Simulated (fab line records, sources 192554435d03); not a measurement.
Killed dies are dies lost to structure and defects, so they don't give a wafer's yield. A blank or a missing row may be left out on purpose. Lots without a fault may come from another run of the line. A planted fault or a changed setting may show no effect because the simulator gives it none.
Split-lot experiment | flow n5_finfet | 7 lots, 21 wafers read, on a route of 1938 steps

THE SPLIT
At N5_BEOL_M5_COAT_22 (resist thk 30 nm), the setting spin_rpm was moved away from the recipe's 1500 rpm on 8 of the 21 wafers read, by -9.3% to +8.0%. The other wafers ran this setting at the recipe's value.

FROM THE SPLIT TO THE READING: what the file shows between them, 4 steps
- N5_BEOL_M5_EBR_24
- N5_BEOL_M5_SOFTBAKE_23: time 60 s
- N5_BEOL_M5_EXPOSE_25: exposes mask V4, defocus 10 nm
- N5_BEOL_M5_PEB_26: peb time 60 s

THE READING
CAR-EUV_of_BEOL_M5_COAT_22.thk_nm (the simulator's own value, which no gauge read), in nm, at N5_BEOL_M5_DEVELOP_27 (develop time 30 s). The file gives no usual value for it. The 13 wafers here that ran the recipe average 29.5 nm, standard deviation 0.15 nm.

wafer  | tool, chamber at the split | spin_rpm as run, rpm | against the recipe | CAR-EUV_of_BEOL_M5_COAT_22.thk_nm, nm | against lot-mates on the recipe
L074.1 | litho_track-01, 0          | 1500                 | recipe             | 29.4                                  | -
L074.2 | litho_track-01, 0          | 1551                 | +3.4%              | 29                                    | -0.4
L074.5 | litho_track-01, 0          | 1551                 | +3.4%              | 29                                    | -0.4
L076.1 | litho_track-05, 0          | 1500                 | recipe             | 29.4                                  | -
L076.5 | litho_track-05, 0          | 1500                 | recipe             | 29.4                                  | -
L076.4 | litho_track-05, 0          | 1360                 | -9.3%              | 31                                    | +1.6
L079.2 | litho_track-01, 0          | 1500                 | recipe             | 29.6                                  | -
L079.3 | litho_track-01, 0          | 1620                 | +8.0%              | 28.4                                  | -1.2
L079.5 | litho_track-01, 0          | 1620                 | +8.0%              | 28.4                                  | -1.2
L086.2 | litho_track-04, 0          | 1500                 | recipe             | 29.4                                  | -
L086.3 | litho_track-04, 0          | 1361                 | -9.3%              | 30.8                                  | +1.5
L086.5 | litho_track-04, 0          | 1500                 | recipe             | 29.2                                  | -
L087.1 | litho_track-01, 0          | 1607                 | +7.1%              | 28.4                                  | -1.2
L087.6 | litho_track-01, 0          | 1607                 | +7.1%              | 28.4                                  | -1.2
L087.2 | litho_track-01, 0          | 1500                 | recipe             | 29.6                                  | -
L090.3 | litho_track-05, 0          | 1500                 | recipe             | 29.6                                  | -
L090.6 | litho_track-05, 0          | 1500                 | recipe             | 29.6                                  | -
L090.5 | litho_track-05, 0          | 1500                 | recipe             | 29.8                                  | -
L094.1 | litho_track-05, 0          | 1500                 | recipe             | 29.6                                  | -
L094.3 | litho_track-05, 0          | 1500                 | recipe             | 29.6                                  | -
L094.6 | litho_track-05, 0          | 1500                 | recipe             | 29.6                                  | -

THE FIT
A straight line over all 21 wafers: CAR-EUV_of_BEOL_M5_COAT_22.thk_nm changes by -0.148 nm for each +1% of spin_rpm; r = -0.98; the points scatter about the line by 0.13 nm.
The same after taking each lot's own level away (the mean of its wafers on the recipe; 21 wafers): -0.16 nm for each +1%; r = -0.99; scatter 0.076 nm.
On that fit, the largest move of spin_rpm shifts the reading by 1.5 nm.
The lots' own levels span 29.30 to 29.67 nm, that is 2.5 times the standard deviation above.
So the lot-to-lot level changes the slope little: the two slopes agree.
Check: with one of the wafers moved furthest among these (-9.3%) left out of the fit, the line predicts +1.48 nm for it against its lot-mates. It came out at +1.6 nm against them.

THE WHOLE CHAIN: every reading that the file lists as answering this split, in the file's order
step                  | what it does      | reading                                                                            | change (the file's fit)               | r (the file's)
N5_BEOL_M5_COAT_22    | resist thk 30 nm  | CAR-EUV_of_BEOL_M5_COAT_22.thk_nm (the simulator's own value, which no gauge read) | -0.153 nm for each +1% of the setting | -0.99
N5_BEOL_M5_DEVELOP_27 | develop time 30 s | CAR-EUV_of_BEOL_M5_COAT_22.thk_nm (the simulator's own value, which no gauge read) | -0.161 nm for each +1% of the setting | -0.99

THE FILE'S OWN FIT
CAR-EUV_of_BEOL_M5_COAT_22.thk_nm changes by -0.161 nm for each +1% of spin_rpm, r = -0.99.
